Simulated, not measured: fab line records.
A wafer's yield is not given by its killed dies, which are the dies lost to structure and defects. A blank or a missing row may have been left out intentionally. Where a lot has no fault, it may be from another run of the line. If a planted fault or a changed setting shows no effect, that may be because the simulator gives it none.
Matching of chambers ; flow nand-harc ; 4 sister chambers for NHARC_A_M0_DESCUM_14 on rie-diel-02
The step chemistry O2, time 3 s. 27 wafers are shown with their chamber, then 12 later ones without.

## EACH WAFER AND ITS CHAMBER
wafer;chamber;drypump-motor-current-A (A);oes-product-au (a.u.);rf-vpp-V (V)
L074.2;0;5.50;1.003;57.5
L074.5;2;5.74;1.007;58.3
L074.6;1;5.79;1.004;57.9
L075.1;2;5.76;1.017;58.3
L075.5;3;5.86;1.002;58.7
L075.6;0;5.53;0.998;56.3
L078.1;2;5.73;1.015;57.5
L078.5;1;5.77;1.001;59.8
L078.6;0;5.47;1.006;58.3
L077.2;3;5.82;0.995;58.6
L077.3;2;5.71;1.020;58.0
L077.5;2;5.72;1.010;58.2
L076.2;0;5.50;1.010;57.8
L076.4;1;5.78;0.994;57.3
L076.6;2;5.74;1.022;58.1
L079.1;2;5.71;1.025;57.8
L079.2;1;5.80;0.992;56.4
L079.4;3;5.82;0.989;57.8
L080.1;2;5.75;1.002;58.2
L080.2;1;5.79;0.994;57.2
L080.5;2;5.74;1.015;57.9
L083.1;2;5.73;1.009;57.8
L083.2;3;5.82;0.995;58.6
L083.5;2;5.77;1.011;56.9
L082.1;2;5.70;1.030;58.5
L082.4;1;5.79;1.009;57.3
L082.6;2;5.74;1.020;58.1

SIGNATURES, as means of the wafers listed above
reading;chamber 0;chamber 1;chamber 2;chamber 3;scatter within a chamber
drypump-motor-current-A;5.5000;5.7867;5.7338;5.8300;0.0192
oes-product-au;1.00425;0.99900;1.01562;0.99525;0.00699
rf-vpp-V;57.475;57.650;57.969;58.425;0.706
Rule: for each reading, subtract the chamber's mean from the wafer's reading, divide by that reading's scatter and square the result; add these up over the readings and take the root, which gives the wafer's distance from the chamber. If the next closest chamber is less than 2 further off than the closest, the wafer can't be placed; otherwise it belongs to the closest. The scatter is the square root of a quotient: the sum, over the shown wafers, of each reading's squared deviation from its chamber's mean, divided by wafers minus chambers.

## WAFERS MISSING THEIR CHAMBER
wafer;drypump-motor-current-A (A);oes-product-au (a.u.);rf-vpp-V (V)
L086.1;5.76;0.988;57.0
L086.3;5.75;1.013;58.4
L086.6;5.76;1.000;57.4
L089.1;5.83;0.982;57.9
L089.2;5.77;1.010;57.5
L089.5;5.83;0.993;57.8
L091.1;5.81;0.980;59.1
L091.5;5.73;0.998;58.3
L091.6;5.76;1.000;59.0
L095.1;5.72;0.996;57.2
L095.2;5.49;0.979;57.1
L095.3;5.81;0.996;58.8

## THE CHAMBER EACH PASSED THROUGH
wafer;from the rows above;in truth
L086.1;1;1
L086.3;can't be placed: 2 or 1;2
L086.6;can't be placed: 1 or 2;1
L089.1;can't be placed: 3 or 1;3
L089.2;can't be placed: 1 or 2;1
L089.5;can't be placed: 3 or 1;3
L091.1;can't be placed: 3 or 1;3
L091.5;can't be placed: 2 or 1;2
L091.6;can't be placed: 1 or 2 or 3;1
L095.1;can't be placed: 2 or 1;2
L095.2;0;0
L095.3;can't be placed: 3 or 1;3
Placed correctly: 2 of 12. Cannot be placed on the basis of these rows: 10; the candidates contain the true chamber in 10. 0 placed wrongly.
